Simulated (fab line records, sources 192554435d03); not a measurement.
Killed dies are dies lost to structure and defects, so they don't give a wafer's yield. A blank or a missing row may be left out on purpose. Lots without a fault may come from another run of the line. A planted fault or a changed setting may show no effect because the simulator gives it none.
Split-lot experiment | flow n5_finfet | 7 lots, 21 wafers read, on a route of 1938 steps

THE SPLIT
At N5_WELL_APT_COAT_02 (resist thk 950 nm), the setting spin_rpm was moved away from the recipe's 1357 rpm on 4 of the 21 wafers read, by -9.1% to +4.1%. The other wafers ran this setting at the recipe's value.

The reading is taken at the split's own step.

THE READING
coat_of_WELL_APT_COAT_02.thk_nm (the simulator's own value, which no gauge read), in nm, at N5_WELL_APT_COAT_02 (resist thk 950 nm). The file gives no usual value for it. The 17 wafers here that ran the recipe average 949.9 nm, standard deviation 3.2 nm.

wafer  | tool, chamber at the split | spin_rpm as run, rpm | against the recipe | coat_of_WELL_APT_COAT_02.thk_nm, nm | against lot-mates on the recipe
L075.2 | litho_track-02, 0          | 1357                 | recipe             | 946                                 | -
L075.5 | litho_track-02, 0          | 1357                 | recipe             | 943.9                               | -
L075.6 | litho_track-02, 0          | 1357                 | recipe             | 944.8                               | -
L076.2 | litho_track-03, 0          | 1357                 | recipe             | 951.7                               | -
L076.5 | litho_track-03, 0          | 1357                 | recipe             | 952.4                               | -
L076.6 | litho_track-03, 0          | 1357                 | recipe             | 954.5                               | -
L078.1 | litho_track-04, 0          | 1413                 | +4.1%              | 935.3                               | -19.4
L078.3 | litho_track-04, 0          | 1413                 | +4.1%              | 933.2                               | -21.5
L078.6 | litho_track-04, 0          | 1357                 | recipe             | 954.7                               | -
L081.1 | litho_track-02, 0          | 1357                 | recipe             | 948.8                               | -
L081.4 | litho_track-02, 0          | 1357                 | recipe             | 945.7                               | -
L081.6 | litho_track-02, 0          | 1357                 | recipe             | 949                                 | -
L085.1 | litho_track-02, 0          | 1233                 | -9.1%              | 994.7                               | +44.2
L085.3 | litho_track-02, 0          | 1357                 | recipe             | 950.4                               | -
L085.6 | litho_track-02, 0          | 1357                 | recipe             | 950.7                               | -
L096.1 | litho_track-03, 0          | 1357                 | recipe             | 953.2                               | -
L096.3 | litho_track-03, 0          | 1357                 | recipe             | 952.7                               | -
L096.4 | litho_track-03, 0          | 1251                 | -7.8%              | 989.8                               | +36.8
L097.2 | litho_track-02, 0          | 1357                 | recipe             | 949.5                               | -
L097.3 | litho_track-02, 0          | 1357                 | recipe             | 951.7                               | -
L097.6 | litho_track-02, 0          | 1357                 | recipe             | 948                                 | -

THE FIT
A straight line over all 21 wafers: coat_of_WELL_APT_COAT_02.thk_nm changes by -4.73 nm for each +1% of spin_rpm; r = -0.97; the points scatter about the line by 3.4 nm.
The same after taking each lot's own level away (the mean of its wafers on the recipe; 21 wafers): -4.82 nm for each +1%; r = -1.00; scatter 1.1 nm.
On that fit, the largest move of spin_rpm shifts the reading by 44 nm.
The lots' own levels span 944.90 to 954.70 nm, that is 3.0 times the standard deviation above.
So the lot-to-lot level changes the slope little: the two slopes agree.
Check: with one of the wafers moved furthest among these (-9.1%) left out of the fit, the line predicts +43.8 nm for it against its lot-mates. It came out at +44.2 nm against them.

THE FILE'S OWN FIT
coat_of_WELL_APT_COAT_02.thk_nm changes by -4.8 nm for each +1% of spin_rpm, r = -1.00.
